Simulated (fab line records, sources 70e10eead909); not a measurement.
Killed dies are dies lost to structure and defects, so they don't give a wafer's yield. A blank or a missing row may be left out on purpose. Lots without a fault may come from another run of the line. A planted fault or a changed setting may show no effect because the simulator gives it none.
Chamber matching | flow nand_harc | NHARC_A_STAIRCASE_TRIM_20 on rie_diel-04: 4 sister chambers
The step chemistry O2, time 211.2 s. 4 wafers are shown with their chamber, then 12 later ones without.

WAFERS WITH THEIR CHAMBER
wafer  | chamber | showerhead_plenum_p_Torr (Torr)
L088.2 | 1       | 3.53
L090.1 | 2       | 3.43
L090.3 | 3       | 3.28
L090.6 | 0       | 3.56

WAFERS WITHOUT THEIR CHAMBER
wafer  | showerhead_plenum_p_Torr (Torr)
L092.1 | 3.81
L092.2 | 3.56
L092.5 | 3.53
L094.1 | 3.56
L094.4 | 3.43
L094.5 | 3.81
L096.1 | 3.43
L096.5 | 3.55
L096.6 | 3.80
L097.1 | 3.80
L097.4 | 3.55
L097.5 | 3.55

WHICH CHAMBER EACH WENT THROUGH
wafer  | from the rows above               | in truth
L092.1 | can't be placed: 0 or 1 or 2 or 3 | 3
L092.2 | can't be placed: 0 or 1 or 2 or 3 | 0
L092.5 | can't be placed: 1 or 0 or 2 or 3 | 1
L094.1 | can't be placed: 0 or 1 or 2 or 3 | 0
L094.4 | can't be placed: 2 or 1 or 0 or 3 | 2
L094.5 | can't be placed: 0 or 1 or 2 or 3 | 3
L096.1 | can't be placed: 2 or 1 or 0 or 3 | 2
L096.5 | can't be placed: 0 or 1 or 2 or 3 | 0
L096.6 | can't be placed: 0 or 1 or 2 or 3 | 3
L097.1 | can't be placed: 0 or 1 or 2 or 3 | 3
L097.4 | can't be placed: 0 or 1 or 2 or 3 | 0
L097.5 | can't be placed: 0 or 1 or 2 or 3 | 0
Placed correctly: 0 of 12. Can't be placed from these rows: 12 (the true chamber is among the candidates in 12). Placed wrongly: 0.
How it was worked out, from the rows above alone: a wafer's distance from a chamber is the root of the sum, over the readings, of the square of ((its reading less the chamber's mean) divided by the reading's scatter). The wafer belongs to the nearest chamber; if the next one is less than 2 further off, it can't be placed. A chamber's mean is the mean of its shown wafers. The scatter: with one shown wafer a chamber, the root of the mean of the squares of how far each hidden wafer lies from its nearest shown one.
